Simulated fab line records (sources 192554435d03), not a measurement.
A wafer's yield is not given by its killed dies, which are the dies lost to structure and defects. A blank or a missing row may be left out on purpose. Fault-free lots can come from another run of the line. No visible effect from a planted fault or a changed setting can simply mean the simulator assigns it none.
Split-lot trial / flow n5Finfet / on a route of 1938 steps: 7 lots, 21 wafers read

SPLIT DETAILS
At N5_BEOL_M3_TRENCH_ETCH_37 (etches SiOC in C4F6/O2, target depth 55.555 nm, time 29.2 s), the setting timeS was moved away from the recipe's 29.2 s on 5 of the 21 wafers read, by +7.1% to +21.4%. All remaining wafers had this setting at the recipe value.

FROM THE SPLIT TO THE READING: what the file shows between them, 2 steps
- N5_BEOL_M3_ETCH_41: etches SiCN in CH3F/O2, target depth 29.9 nm, time 52.5 s
- N5_BEOL_M3_STRIP_97: strips in N2/H2, time 10 s

THE READING
trenchDepthNm, in nm, at N5_BEOL_M3_OCD_MEAS_38. A value of 55.4 nm with a standard deviation of 1.2 nm is what fault-free wafers of this fab line usually give.

wafer=L074.2; tool, chamber at the split=rieDiel-03, 2; timeS as run, s=29.2; against the recipe=recipe; trenchDepthNm, nm=54.0; against lot-mates on the recipe=-
wafer=L074.4; tool, chamber at the split=rieDiel-03, 1; timeS as run, s=31.26; against the recipe=+7.1%; trenchDepthNm, nm=58.5; against lot-mates on the recipe=+3.4
wafer=L074.6; tool, chamber at the split=rieDiel-03, 3; timeS as run, s=29.2; against the recipe=recipe; trenchDepthNm, nm=56.2; against lot-mates on the recipe=-
wafer=L077.1; tool, chamber at the split=rieDiel-06, 1; timeS as run, s=29.2; against the recipe=recipe; trenchDepthNm, nm=55.8; against lot-mates on the recipe=-
wafer=L077.2; tool, chamber at the split=rieDiel-06, 2; timeS as run, s=29.2; against the recipe=recipe; trenchDepthNm, nm=55.8; against lot-mates on the recipe=-
wafer=L077.4; tool, chamber at the split=rieDiel-06, 3; timeS as run, s=29.2; against the recipe=recipe; trenchDepthNm, nm=56.8; against lot-mates on the recipe=-
wafer=L078.2; tool, chamber at the split=rieDiel-06, 2; timeS as run, s=35.46; against the recipe=+21.4%; trenchDepthNm, nm=67.7; against lot-mates on the recipe=no lot-mate on the recipe
wafer=L078.3; tool, chamber at the split=rieDiel-06, 3; timeS as run, s=35.46; against the recipe=+21.4%; trenchDepthNm, nm=69.1; against lot-mates on the recipe=no lot-mate on the recipe
wafer=L078.6; tool, chamber at the split=rieDiel-06, 3; timeS as run, s=35.46; against the recipe=+21.4%; trenchDepthNm, nm=68.9; against lot-mates on the recipe=no lot-mate on the recipe
wafer=L087.1; tool, chamber at the split=rieDiel-01, 0; timeS as run, s=29.2; against the recipe=recipe; trenchDepthNm, nm=52.5; against lot-mates on the recipe=-
wafer=L087.2; tool, chamber at the split=rieDiel-01, 3; timeS as run, s=29.2; against the recipe=recipe; trenchDepthNm, nm=54.8; against lot-mates on the recipe=-
wafer=L087.6; tool, chamber at the split=rieDiel-01, 3; timeS as run, s=29.2; against the recipe=recipe; trenchDepthNm, nm=55.2; against lot-mates on the recipe=-
wafer=L089.4; tool, chamber at the split=rieDiel-06, 3; timeS as run, s=29.2; against the recipe=recipe; trenchDepthNm, nm=56.6; against lot-mates on the recipe=-
wafer=L089.5; tool, chamber at the split=rieDiel-06, 1; timeS as run, s=29.2; against the recipe=recipe; trenchDepthNm, nm=56.4; against lot-mates on the recipe=-
wafer=L089.6; tool, chamber at the split=rieDiel-06, 0; timeS as run, s=29.2; against the recipe=recipe; trenchDepthNm, nm=56.5; against lot-mates on the recipe=-
wafer=L091.2; tool, chamber at the split=rieDiel-03, 1; timeS as run, s=29.2; against the recipe=recipe; trenchDepthNm, nm=54.8; against lot-mates on the recipe=-
wafer=L091.5; tool, chamber at the split=rieDiel-03, 2; timeS as run, s=33.63; against the recipe=+15.2%; trenchDepthNm, nm=61.7; against lot-mates on the recipe=+6.8
wafer=L091.6; tool, chamber at the split=rieDiel-03, 1; timeS as run, s=29.2; against the recipe=recipe; trenchDepthNm, nm=55.1; against lot-mates on the recipe=-
wafer=L090.1; tool, chamber at the split=rieDiel-06, 2; timeS as run, s=29.2; against the recipe=recipe; trenchDepthNm, nm=56.9; against lot-mates on the recipe=-
wafer=L090.4; tool, chamber at the split=rieDiel-06, 3; timeS as run, s=29.2; against the recipe=recipe; trenchDepthNm, nm=56.1; against lot-mates on the recipe=-
wafer=L090.6; tool, chamber at the split=rieDiel-06, 2; timeS as run, s=29.2; against the recipe=recipe; trenchDepthNm, nm=58.1; against lot-mates on the recipe=-

THE FIT
A straight line over all 21 wafers: trenchDepthNm changes by +0.569 nm for each +1% of timeS; r = +0.96; the points scatter about the line by 1.4 nm.
The same after taking each lot's own level away (the mean of its wafers on the recipe; 18 wafers): +0.451 nm for each +1%; r = +0.92; scatter 0.77 nm.
The reading moves by 9.7 nm for the largest change in timeS, on that fit.
Across the lots, their own levels run from 54.17 to 57.03 nm, a range of 2.4 times the standard deviation given above.
Hence the slope depends on the lot-to-lot level, as the two fits are not the same.
Check: +7.31 nm against its lot-mates is what the line predicts for one of the wafers moved furthest among these (+15.2%) when that wafer is left out of the fit. Against them it came out at +6.75 nm.

THE OTHER SPLITS THESE WAFERS WENT THROUGH
Before the reading, these wafers also passed through other splits. Each is held against what the fit with the lots' levels taken away leaves over:
other split on the same wafers=N5_BEOL_M1_COAT_73 spinRpm; wafers away from the commonest value=8; r with trenchDepthNm (lot level and that fit taken away)=+0.21
other split on the same wafers=N5_BEOL_M1_VIA_ETCH_34 timeS; wafers away from the commonest value=4; r with trenchDepthNm (lot level and that fit taken away)=+0.07
other split on the same wafers=N5_BEOL_M1_TRENCH_ETCH_37 biasW; wafers away from the commonest value=7; r with trenchDepthNm (lot level and that fit taken away)=-0.23
other split on the same wafers=N5_BEOL_M2_TRENCH_ETCH_37 timeS; wafers away from the commonest value=9; r with trenchDepthNm (lot level and that fit taken away)=-0.12
other split on the same wafers=N5_BEOL_M2_SPUTTER_96 timeS; wafers away from the commonest value=8; r with trenchDepthNm (lot level and that fit taken away)=-0.09

THE WHOLE CHAIN: every reading that the file lists as answering this split, in the file's order
step=N5_BEOL_M3_TRENCH_ETCH_37; what it does=etches SiOC in C4F6/O2, target depth 55.555 nm, time 29.2 s; reading=etch.depthNm (the simulator's own value, which no gauge read); change (the file's fit)=+0.476 nm for each +1% of the setting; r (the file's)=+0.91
step=N5_BEOL_M3_TRENCH_ETCH_37; what it does=etches SiOC in C4F6/O2, target depth 55.555 nm, time 29.2 s; reading=BEOL_M3.featureDepthNm (the simulator's own value, which no gauge read); change (the file's fit)=+0.482 nm for each +1% of the setting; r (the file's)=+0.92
step=N5_BEOL_M3_OCD_MEAS_38; what it does=; reading=trenchDepthNm; change (the file's fit)=+0.455 nm for each +1% of the setting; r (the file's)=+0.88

THE FILE'S OWN FIT
trenchDepthNm changes by +0.455 nm for each +1% of timeS, r = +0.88.
